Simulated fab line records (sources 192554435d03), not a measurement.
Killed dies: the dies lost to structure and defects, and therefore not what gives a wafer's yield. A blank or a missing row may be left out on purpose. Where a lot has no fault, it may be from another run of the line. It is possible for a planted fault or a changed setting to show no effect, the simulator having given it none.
A single fault, viewed from 2 desks + flow n5Finfet + each desk holds nothing but its own numbers, with what lay behind them at the end

== METROLOGY DESK ==
Means of the sampled wafers that have a number, per lot and without regard to the tool the lot ran on: this is what the gauges read. Any lot whose mean is over 4 standard deviations away from the usual mean is out of limits and marked OUT; that distance is given in the brackets.
Columns: A = VD_OVL at N5_MOL_CONTACT_COAG_OVL_MEAS_41, usual 0.0 nm
| lot  | first seen here | A    |
|------|-----------------|------|
| L482 | day 5 10:06     | 0.8  |
| L484 | day 5 18:27     | 0.4  |
| L486 | day 6 07:49     | 0.1  |
| L489 | day 6 23:52     | 0.6  |
| L493 | day 8 06:22     | -0.5 |
| L494 | day 8 08:29     | -0.6 |
| L495 | day 8 13:32     | 1.2  |
| L497 | day 8 21:33     | -1.0 |
| L498 | day 9 04:38     | 1.0  |
| L504 | day 10 20:40    | 0.2  |
| L505 | day 10 21:19    | -0.8 |
Finding of this desk: none of the 11 lots has anything out of limits.

== FOR THE TOOL OWNER'S DESK: aldSin-01 ==
The tool's own readings at N5_MOL_CONTACT_COAG_ALD_133 (deposits SiO2, target thk 5 nm, pulse time 1 s, co reactant pulse time 1 s): means of the sampled wafers that have a number, for each lot that ran on this tool. Any lot whose mean is over 4 standard deviations away from the usual mean is out of limits and marked OUT; that distance is given in the brackets.
Columns: A = heaterPowerW at N5_MOL_CONTACT_COAG_ALD_133, usual 81 W; B = precursorPulseHeightRel at N5_MOL_CONTACT_COAG_ALD_133, usual 1.001
| lot  | first seen here | A  | B     |
|------|-----------------|----|-------|
| L484 | day 5 18:41     | 80 | 1.019 |
| L486 | day 6 08:13     | 86 | 1.016 |
| L493 | day 8 06:40     | 90 | 1.009 |
| L494 | day 8 08:43     | 79 | 0.983 |
| L495 | day 8 14:04     | 84 | 0.978 |
| L504 | day 10 21:17    | 82 | 1.001 |
Finding of this desk: none of the 6 lots has anything out of limits.

== BROUGHT TOGETHER ==
Metrology desk: nothing out of limits seen.
Nothing out of limits was seen by the tool owner's desk.

== WHAT WAS PUT IN BY THE SIMULATOR ==
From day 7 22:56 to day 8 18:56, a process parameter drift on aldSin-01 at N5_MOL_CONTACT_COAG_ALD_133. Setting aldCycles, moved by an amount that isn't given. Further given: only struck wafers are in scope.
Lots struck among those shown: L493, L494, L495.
